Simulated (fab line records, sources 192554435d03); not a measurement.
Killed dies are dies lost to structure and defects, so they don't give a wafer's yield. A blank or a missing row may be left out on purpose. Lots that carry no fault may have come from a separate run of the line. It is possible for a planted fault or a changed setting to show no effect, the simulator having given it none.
A struck lot beside a sound one ; flow n5 finfet ; 16 out of 1938 route steps
Sound: these wafers, L680.3, L680.4, L680.6. Struck: wafers L684.2, L684.3 (left out: L684.6, a lot-mate that was not struck); the cause follows at the end.
Order at every step that has rows: each side's tool, ch and its chambers, its first start. Under that, the readings that differ: sound wafers ; struck wafers ; difference of the means ; sigmas: that difference in standard deviations of wafers without a fault.
alike: readings with means less than 2 such deviations apart, plus words and numbers identical on both sides. not compared: withheld readings, readings lacking a value on some wafer, bounds such as >300 that could conceal the same value, and numbers that have no deviation in the record and whose values overlap.
Wherever a step has rows on one side only, a row that says differs or no value, or a row with sigmas, the two part there. Numbers that have no deviation but don't overlap get no sigmas and don't part them. Lack of a reading on every wafer of one side parts them only where that side has two or more wafers.

first, 1 step without rows for these wafers: N5_BEOL_M4_STRIP_36 (strips in N2/H2).
N5_BEOL_M4_TRENCH_ETCH_37: etches SiOC in C4F6/O2, target depth 55.555 nm, time 29.2 s.
  sound: rie diel-01 ch 0,1,3; struck: rie diel-04 ch 1,2
  alike: drypump motor current A, mfc ar sccm, oes product au, rf vpp V, showerhead plenum p Torr, throttle valve pct
  not compared: rf hours counter h
N5_BEOL_M4_ETCH_41: etches SiCN in CH3F/O2, target depth 29.9 nm, time 52.5 s.
  sound: rie diel-01 ch 0,1,3; struck: rie diel-04 ch 1,2
  alike: CH3F_flow_sccm, drypump motor current A, mfc ar sccm, oes product au, rf vpp V, showerhead plenum p Torr, throttle valve pct
  not compared: rf hours counter h
then, 1 step without rows for these wafers: N5_BEOL_M4_STRIP_97 (strips in N2/H2, time 10 s).
N5_BEOL_M4_OCD_MEAS_38:
  sound: ocd-01 at day 9 18:08; struck: ocd-02 at day 10 10:04
  alike: trench depth nm
then, 4 steps without rows for these wafers: N5_BEOL_M4_HM_STRIP_39 (strips TiN in peroxide tin strip, target depth 25 nm, time 158 s); N5_BEOL_M4_SRD_40 (time 30 s); N5_BEOL_M4_PRECLEAN_42 (cleans in residue remover, time 60 s); N5_BEOL_M4_SRD_43 (time 30 s).
N5_BEOL_M4_CD_MEAS_35: target cd 18 nm, target cd y 22.4 nm.
  sound: cd sem-03 at day 9 18:17; struck: cd sem-02 at day 10 10:13
  alike: cd nm
N5_BEOL_M4_DEGAS_44: time 60 s.
  sound: pvd sputter-03 at day 9 18:41; struck: pvd sputter-03 at day 10 11:03
  alike: heater power w
N5_BEOL_M4_PRE_CLEAN_45: time 30 s.
  sound: pvd sputter-03 at day 9 18:43; struck: pvd sputter-03 at day 10 11:05
  alike: heater power w
N5_BEOL_M4_ALD_84: deposits TaN, pulse time 2 s, purge time 3 s, co reactant purge time 2 s.
  sound on ald metal-02 ch 0,3, day 9 18:49; struck on ald metal-01 ch 2,3, day 10 11:09
reading;sound;struck;difference;sigmas
co reactant pulse time s (s);3 3 3;3.2272 3.2272;+0.2272;
heater power w (W);378 319 376;484 444;+106;+2
  alike: precursor vessel pressure torr, precursor vessel temp c
N5_BEOL_M4_SURFACE_TREAT_85:
  sound: pvd sputter-01 at day 9 19:03; struck: pvd sputter-01 at day 10 11:22
  not compared: throttle valve pct
N5_BEOL_M4_RC_MEAS_101:
  sound on prober-01 ch 0, day 9 22:35; struck on prober-01 ch 0, day 10 14:39
  alike: DIBL_N, DIBL_P, IOFF_N, IOFF_P, ION_N, ION_P, SS_N, SS_P, VT_N, VT_P
-- here the record skips 4 days between the struck wafers' starts before and after, leaving off in module BEOL_M4 and picking up in module PASSIVATION (first step shown: number 1936 of the route) --
N5_PASSIVATION_PROBE_49:
  sound: prober-01 at day 14 15:41; struck: prober-01 at day 15 01:25
reading;sound;struck;difference;sigmas
killed dies;89 94 95;117 142;+37;+2
killed open;55 66 59;90 101;+36;+3
  alike: defect limited yield, killed_at_M0_to_M3, killed_at_M4_up, killed at contacts, killed at front end, killed at other, killed short, sort_bin_5_function, sort_bin_6_memory, sort_bin_8_speed, sort n pass, sort yield pct

== WHERE THEY PART ==
Last at N5_PASSIVATION_PROBE_49 as far as this record goes, first at N5_BEOL_M4_ALD_84.

WHY: the cause the simulator had injected
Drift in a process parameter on ald metal-01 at N5_BEOL_M4_ALD_84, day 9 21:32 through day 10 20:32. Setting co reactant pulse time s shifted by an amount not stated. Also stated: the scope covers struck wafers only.
